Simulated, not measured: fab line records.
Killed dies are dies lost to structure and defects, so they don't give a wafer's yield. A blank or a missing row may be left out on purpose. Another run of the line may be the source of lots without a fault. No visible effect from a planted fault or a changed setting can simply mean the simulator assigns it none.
What tool caused it? / flow n5 finfet / 27 wafers sampled from 9 lots at 1 step of a route of 1938

## WHAT THE GAUGES READ, wafer by wafer
N5_MOL_CONTACT_COAG_INSPECT_57: inspects for defects (brightfield).
lot=L383; measured=day 5 11:56; on=defect inspect-01; raw defect count=196 155 302
lot=L386; measured=day 6 02:58; on=defect inspect-02; raw defect count=111 172 180
lot=L387; measured=day 6 06:34; on=defect inspect-01; raw defect count=215 269 218
lot=L392; measured=day 7 14:42; on=defect inspect-02; raw defect count=210 237 215
lot=L398; measured=day 9 03:25; on=defect inspect-01; raw defect count=221 215 247
lot=L400; measured=day 9 17:27; on=defect inspect-02; raw defect count=165 160 159
lot=L401; measured=day 9 20:59; on=defect inspect-01; raw defect count=344 261 222
lot=L402; measured=day 10 02:35; on=defect inspect-01; raw defect count=292 341 258
lot=L405; measured=day 10 23:19; on=defect inspect-02; raw defect count=177 208 170

## TOOL THAT RAN EACH LOT (tool first, then ch and the chambers of the sampled wafers, then the start)
No process step before these readings appears in the record.

## THE ANSWER, worked out from the rows above alone
Rule: usual is defined by the lots themselves. The widest of any qualifying gaps counts: lots, ordered by their means at a reading, are off when they make up no more than a third of the lots, leave a main group of 4 or more, and stand apart from it by 3 or more times the standard deviation of that group's means. Not used: any main group whose means are identical at the precision the tables above print for the reading. Also off: a lot with no number at a reading for which 4 or more lots have one. Where the step has rows for the other lots, those lots are counted as sound.
No lot is off on any of the readings shown, so nothing can be concluded from this.

## WHAT WAS PUT IN BY THE SIMULATOR
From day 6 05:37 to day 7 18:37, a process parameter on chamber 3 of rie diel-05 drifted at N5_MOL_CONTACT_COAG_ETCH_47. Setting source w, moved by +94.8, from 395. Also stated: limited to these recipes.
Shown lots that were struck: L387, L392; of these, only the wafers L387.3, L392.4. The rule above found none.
